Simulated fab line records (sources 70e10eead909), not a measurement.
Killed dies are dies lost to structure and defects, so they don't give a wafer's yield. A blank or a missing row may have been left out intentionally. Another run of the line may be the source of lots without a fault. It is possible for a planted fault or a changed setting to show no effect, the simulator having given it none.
The tool behind it: which one? -- flow nand_harc -- 36 wafers from 12 lots sampled at 6 of the route's 1302 steps

WHAT THE GAUGES SHOWED, per wafer
NHARC_A_CONTACT_INSPECT_10. Usual: 82 for raw_defect_count, sd 34.
lot,measured,on,raw_defect_count,flag
L857,day 22 15:02,defect_inspect-02,80 69 72,
L861,day 23 17:15,defect_inspect-02,60 56 68,
L862,day 25 04:35,defect_inspect-02,59 69 53,
L863,day 25 17:21,defect_inspect-02,72 67 76,
L867,day 25 22:04,defect_inspect-01,69 66 51,
L864,day 25 23:34,defect_inspect-02,112 128 132,
L872,day 29 04:40,defect_inspect-01,812 753 696,OFF
L875,day 29 10:36,defect_inspect-01,695 733 756,OFF
L873,day 29 11:45,defect_inspect-02,770 726 730,OFF
L874,day 30 04:54,defect_inspect-01,47 74 63,
L877,day 30 19:08,defect_inspect-01,90 85 83,
L878,day 33 05:04,defect_inspect-02,76 69 74,

NHARC_END_SORT_01. Usual: killed_at_array 58, standard deviation 15; killed_at_other 0.8, standard deviation 1.2; killed_at_periphery 3.5, standard deviation 2.5; killed_dies 62, standard deviation 15; killed_open 3.2, standard deviation 1.7; killed_short 2.4, standard deviation 1.5.
lot,measured,on,killed_at_array,killed_at_other,killed_at_periphery,killed_dies,killed_open,killed_short,flag
L872,day 31 04:17,prober-02,156 140 99,1 2 1,1 0 2,158 142 102,0 3 3,1 0 4,OFF
L875,day 31 14:07,prober-02,150 102 158,0 1 0,3 1 4,153 104 162,1 3 3,1 1 3,OFF
L873,day 31 13:25,prober-01,156 154 156,0 0 0,0 4 2,156 158 158,2 5 3,1 3 1,OFF

EACH LOT AND THE TOOL THAT RAN IT (in order: tool; ch and the chambers of the sampled wafers; start)
lot,NHARC_A_CONTACT_ETCH_106,NHARC_A_CONTACT_DEP_84,NHARC_A_CONTACT_DEP_85,NHARC_A_CONTACT_ETCH_135
L857,"rie_diel-07 ch 0,2,3, day 22 11:56","acl_dep-02 ch 0, day 22 12:53","pecvd-04 ch 1,2, day 22 14:23","har_cap_etch-02 ch 0,1, day 22 16:31"
L861,"rie_diel-07 ch 0,2,3, day 23 14:02","acl_dep-01 ch 0, day 23 14:41","pecvd-01 ch 0,1, day 23 16:29","har_cap_etch-03 ch 0,1, day 23 18:41"
L862,"rie_diel-12 ch 1,2,3, day 24 22:31","acl_dep-02 ch 0, day 25 01:59","pecvd-04 ch 0,1,2, day 25 03:44","har_cap_etch-02 ch 0,1, day 25 05:57"
L863,"rie_diel-07 ch 1,2,3, day 25 10:44","acl_dep-02 ch 0, day 25 14:41","pecvd-04 ch 0,1, day 25 16:32","har_cap_etch-02 ch 0,1, day 25 18:46"
L867,"rie_diel-07 ch 0,2,3, day 25 15:48","acl_dep-02 ch 0, day 25 19:52","pecvd-01 ch 1,2, day 25 21:20","har_cap_etch-01 ch 0,1, day 25 23:29"
L864,"rie_diel-07 ch 1,2, day 25 18:05","acl_dep-01 ch 0, day 25 21:15","pecvd-01 ch 0,2, day 25 22:41","har_cap_etch-02 ch 0,1, day 26 01:04"
L872,"rie_diel-07 ch 0,2,3, day 28 19:11","acl_dep-02 ch 0, day 29 02:22","pecvd-04 ch 0,1,2, day 29 03:52","har_cap_etch-03 ch 0,1, day 29 06:23"
L875,"rie_diel-07 ch 0,1,3, day 29 07:28","acl_dep-03 ch 0, day 29 08:24","pecvd-04 ch 0,2, day 29 09:52","har_cap_etch-02 ch 0,1, day 29 12:07"
L873,"rie_diel-12 ch 1,2, day 29 07:31","acl_dep-01 ch 0, day 29 09:16","pecvd-04 ch 0,1, day 29 11:04","har_cap_etch-03 ch 0,1, day 29 13:12"
L874,"rie_diel-07 ch 0,1, day 30 01:29","acl_dep-03 ch 0, day 30 02:19","pecvd-01 ch 1,2, day 30 04:04","har_cap_etch-01 ch 0,1, day 30 06:22"
L877,"rie_diel-11 ch 2,3, day 30 14:24","acl_dep-01 ch 0, day 30 16:35","pecvd-01 ch 0,2, day 30 18:21","har_cap_etch-01 ch 0,1, day 30 20:32"
L878,"rie_diel-07 ch 0,1,2, day 33 01:33","acl_dep-03 ch 0, day 33 02:54","pecvd-01 ch 0,1,2, day 33 04:22","har_cap_etch-03 ch 0,1, day 33 06:29"
- NHARC_A_CONTACT_ETCH_106: etches the open film in CF4/O2, target depth 90 nm, overetch 9 nm, time 49.5 s.
- NHARC_A_CONTACT_DEP_84: deposits aC, target thk 2800 nm.
- NHARC_A_CONTACT_DEP_85: deposits SiON, target thk 60 nm.
- NHARC_A_CONTACT_ETCH_135: etches the open film in C4F8/O2/Ar, time 311 s, target depth 1912 nm.

WHAT THE TOOLS THEMSELVES READ (means of the sampled wafers that have a number; where no wafer has one, the mark that the record gives instead)
NHARC_A_CONTACT_ETCH_106. Usual: drypump_motor_current_A 5.8 A, standard deviation 0.43; oes_product_au 0.997 a.u., standard deviation 0.0081; rf_vpp_V 197.8 V, standard deviation 1.2; showerhead_plenum_p_Torr 1.34 Torr, standard deviation 0.046; throttle_valve_pct 13.398 %, standard deviation 0.0092.
lot,tool,drypump_motor_current_A (A),oes_product_au (a.u.),rf_vpp_V (V),showerhead_plenum_p_Torr (Torr),throttle_valve_pct (%),flag
L857,rie_diel-07,6.0,0.998,197.4,1.34,13.399,
L861,rie_diel-07,6.0,0.997,198.4,1.34,13.399,
L862,rie_diel-12,5.7,0.997,198.0,1.33,13.399,
L863,rie_diel-07,5.9,1.001,198.0,1.38,13.396,
L867,rie_diel-07,6.0,0.995,197.7,1.34,13.396,
L864,rie_diel-07,6.0,1.009,198.9,1.37,13.392,
L872,rie_diel-07,6.0,1.004,197.4,1.34,13.405,
L875,rie_diel-07,5.9,1.001,198.2,1.35,13.393,
L873,rie_diel-12,5.5,1.004,198.1,1.36,13.394,
L874,rie_diel-07,6.2,0.987,197.0,1.31,13.396,
L877,rie_diel-11,5.7,0.998,198.2,1.33,13.405,
L878,rie_diel-07,6.1,0.993,197.1,1.33,13.402,

NHARC_A_CONTACT_DEP_84. Usual: 35.000 % for throttle_valve_pct, sd 0.0091.
lot,tool,throttle_valve_pct (%),flag
L857,acl_dep-02,34.997,
L861,acl_dep-01,35.000,
L862,acl_dep-02,35.005,
L863,acl_dep-02,34.999,
L867,acl_dep-02,35.006,
L864,acl_dep-01,35.001,
L872,acl_dep-02,35.001,
L875,acl_dep-03,35.002,
L873,acl_dep-01,35.004,
L874,acl_dep-03,34.989,
L877,acl_dep-01,35.001,
L878,acl_dep-03,34.996,

NHARC_A_CONTACT_DEP_85. Usual: heater_power_outer_w 437 W, standard deviation 57; heater_power_w 736 W, standard deviation 79.
lot,tool,heater_power_outer_w (W),heater_power_w (W),flag
L857,pecvd-04,444,745,
L861,pecvd-01,431,686,
L862,pecvd-04,406,714,
L863,pecvd-04,373,656,
L867,pecvd-01,497,765,
L864,pecvd-01,436,691,
L872,pecvd-04,420,741,
L875,pecvd-04,403,725,
L873,pecvd-04,417,729,
L874,pecvd-01,422,669,
L877,pecvd-01,445,703,
L878,pecvd-01,495,765,

THE ANSWER, worked out from the rows above alone
Rule: lot off if the mean of its wafers having a number is beyond 3 standard deviations from the usual mean. Also off: a lot with no number at a reading for which 4 or more lots have one. The other lots that the step has rows for count as sound. The gauges are gone through in route order, then the tools' own readings, and for those a lot's mean is taken as printed above. The first step at which some lot is off is used, and at that step the reading that is off furthest; a lot without a number counts as furthest.
Off, at NHARC_A_CONTACT_INSPECT_10 on raw_defect_count: L872, L875, L873.
A tool fits if, at a process step before that reading, it ran every lot that is off, and no sound lot after the first of them. Not tried: the gauges at NHARC_A_CONTACT_INSPECT_10; whatever is off there is also off at NHARC_END_SORT_01, on other tools, and gauge error can't account for it. One fits: NHARC_A_CONTACT_DEP_85 on pecvd-04. A fault onset in the window from L863 (day 25 16:32, its last sound lot) to L872 (day 29 03:52, its first lot off) fits.

WHAT HAD BEEN PUT IN BY THE SIMULATOR
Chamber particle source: pecvd-04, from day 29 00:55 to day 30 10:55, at NHARC_A_CONTACT_DEP_85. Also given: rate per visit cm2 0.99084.
Shown lots that were struck: L872, L875, L873. The rule above reached the same finding.
